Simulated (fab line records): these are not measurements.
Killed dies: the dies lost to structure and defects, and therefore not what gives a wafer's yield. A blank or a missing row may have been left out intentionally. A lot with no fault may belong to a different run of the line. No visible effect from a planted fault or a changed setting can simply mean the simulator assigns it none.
Chamber matching	flow nandHarc	rieDiel-10 running NHARC_P_BONDPAD_DESCUM_11: 4 sister chambers
The step chemistry O2, time 3 s. 18 wafers are shown with their chamber, then 9 later ones without.

WAFERS WITH THEIR CHAMBER
wafer	chamber	drypumpMotorCurrentA (A)	showerheadPlenumPTorr (Torr)	oesProductAu (a.u.)
L074.3	1	5.75	1.97	1.002
L074.5	1	5.73	1.97	1.008
L074.6	0	6.25	1.82	0.994
L077.2	3	5.40	1.93	0.989
L077.5	0	6.20	1.82	1.002
L077.6	1	5.74	1.97	0.998
L084.1	0	6.20	1.81	1.000
L084.2	2	5.59	2.05	1.001
L084.4	2	5.60	2.05	1.005
L087.1	0	6.21	1.81	1.004
L087.2	3	5.39	1.93	1.001
L087.3	1	5.74	1.96	0.994
L089.1	2	5.61	2.05	0.992
L089.2	0	6.21	1.81	1.007
L089.5	3	5.36	1.92	0.995
L088.1	2	5.59	2.05	0.999
L088.2	0	6.22	1.81	1.007
L088.3	3	5.39	1.93	0.995

SIGNATURES (means of the wafers above)
reading	chamber 0	chamber 1	chamber 2	chamber 3	scatter within a chamber
drypumpMotorCurrentA	6.2150	5.7400	5.5975	5.3850	0.0149
showerheadPlenumPTorr	1.8133	1.9675	2.0500	1.9275	0.0045
oesProductAu	1.00233	1.00050	0.99925	0.99500	0.00527
Rule: distance of a wafer from a chamber = root of the sum over the readings of ((wafer's reading minus chamber's mean) / reading's scatter) squared. If the next closest chamber is less than 2 further off than the closest, the wafer can't be placed; otherwise it belongs to the closest. How the scatter is found: for the shown wafers, subtract from each reading the mean of its chamber, square and add these, divide the total by (wafers less chambers), then take the root.

WAFERS WITH NO CHAMBER GIVEN
wafer	drypumpMotorCurrentA (A)	showerheadPlenumPTorr (Torr)	oesProductAu (a.u.)
L090.2	5.38	1.93	1.000
L090.5	5.62	2.05	1.001
L090.6	5.75	1.96	1.003
L092.1	5.39	1.92	1.014
L092.4	5.59	2.05	1.011
L092.6	6.22	1.81	1.014
L097.3	6.19	1.81	1.007
L097.4	5.59	2.05	1.007
L097.6	5.74	1.96	1.004

WHICH CHAMBER EACH ONE RAN IN
wafer	from the rows above	in truth
L090.2	3	3
L090.5	2	2
L090.6	1	1
L092.1	3	3
L092.4	2	2
L092.6	0	0
L097.3	0	0
L097.4	2	2
L097.6	1	1
Correct placement for 9 of the 9. Left unplaced by these rows: 0. Placed wrongly: 0.
